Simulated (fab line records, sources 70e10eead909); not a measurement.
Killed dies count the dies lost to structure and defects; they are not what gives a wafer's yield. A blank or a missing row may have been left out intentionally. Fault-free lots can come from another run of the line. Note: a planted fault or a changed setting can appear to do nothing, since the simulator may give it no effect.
Problem report, 8D (eight disciplines) form, completed by code -- flow nand-harc -- the parts of the form that need people (team, actions taken, sign-off) are left out

1. PROBLEM STATEMENT
At NHARC_END_SORT_01, killed-at-periphery averages 54.3 over 6 wafers from 2 lots, while fault-free wafers read 3.8, standard deviation 2.8. Relative to the usual mean, that is a shift of +18 standard deviations.
Earliest sighting: wafer L749.1 on prober-02 at day 30 09:19. Wafers with a number at this step in the record: 6, from 2 lots. Rule for "out", or "out of limits": more than 4 standard deviations from the usual mean. All remaining wafers that have a number are taken as sound.

2. WHAT IT IS AND WHAT IT IS NOT
question,is,is not
which readings at this step,killed-at-periphery,"killed-at-array, killed-at-other, killed-open"
which lots,"L749, L751",-
which wafers of those lots,all that have a number,-
read on which gauges,"prober-01, prober-02",-
when,from day 30 09:19,up to then (0 sound wafers)

3. THE SUSPECTS, EACH WITH WHAT RULES IT OUT
Counting: any tool at a process step up to the reading is kept as a suspect provided that every lot that is out went through it and no sound lot did after the first of them.
- the gauge at NHARC_END_SORT_01 is ruled out. 2 gauges (prober-01, prober-02) read the wafers that are out.
- wet-bench-10 at NHARC_P_M1_STRIP_19 (strips in post etch residue remover, time 600 s): kept. It ran every lot that is out, first L749 (day 12 16:53), and no sound lot after that.
- pecvd-03 at NHARC_THIN_TSV_DEP_47 (deposits SiO2, target thk 200 nm): kept. It ran every lot that is out, first L749 (day 29 19:53), and no sound lot after that.
What counting leaves: wet-bench-10 at NHARC_P_M1_STRIP_19 and pecvd-03 at NHARC_THIN_TSV_DEP_47.

4. THE CAUSE (what the simulator had put in)
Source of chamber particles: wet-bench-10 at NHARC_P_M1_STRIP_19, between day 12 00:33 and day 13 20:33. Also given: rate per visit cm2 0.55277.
Counting leaves 2 suspects; this tool is one of them.

5. THE CHAIN OF EFFECTS, in route order
Rows list readings where the struck wafers' mean (over those with a number) sits beyond 3 standard deviations from the usual. Scope: only readings with a usual standard deviation given in the record; hours: median across lots of the time from each lot's start at the first step in this table that gives one to its start at this step; sigmas: change in usual standard deviations.
hours,step,reading,usual,on struck wafers,change,sigmas
0,NHARC_END_SORT_01,killed-at-periphery,3.8,54.3,+50.5,+18

6. HOW IT WOULD HAVE BEEN CAUGHT EARLIER
In this record the first reading out of limits at a measuring or inspecting step was taken at day 30 09:19, 441 hours after the fault began at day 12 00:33.
Each of the lots that are out, 2 in all, had begun NHARC_P_M1_STRIP_19 on wet-bench-10 no later than day 30 09:19. Holding the tool at that point would not have protected any of them.
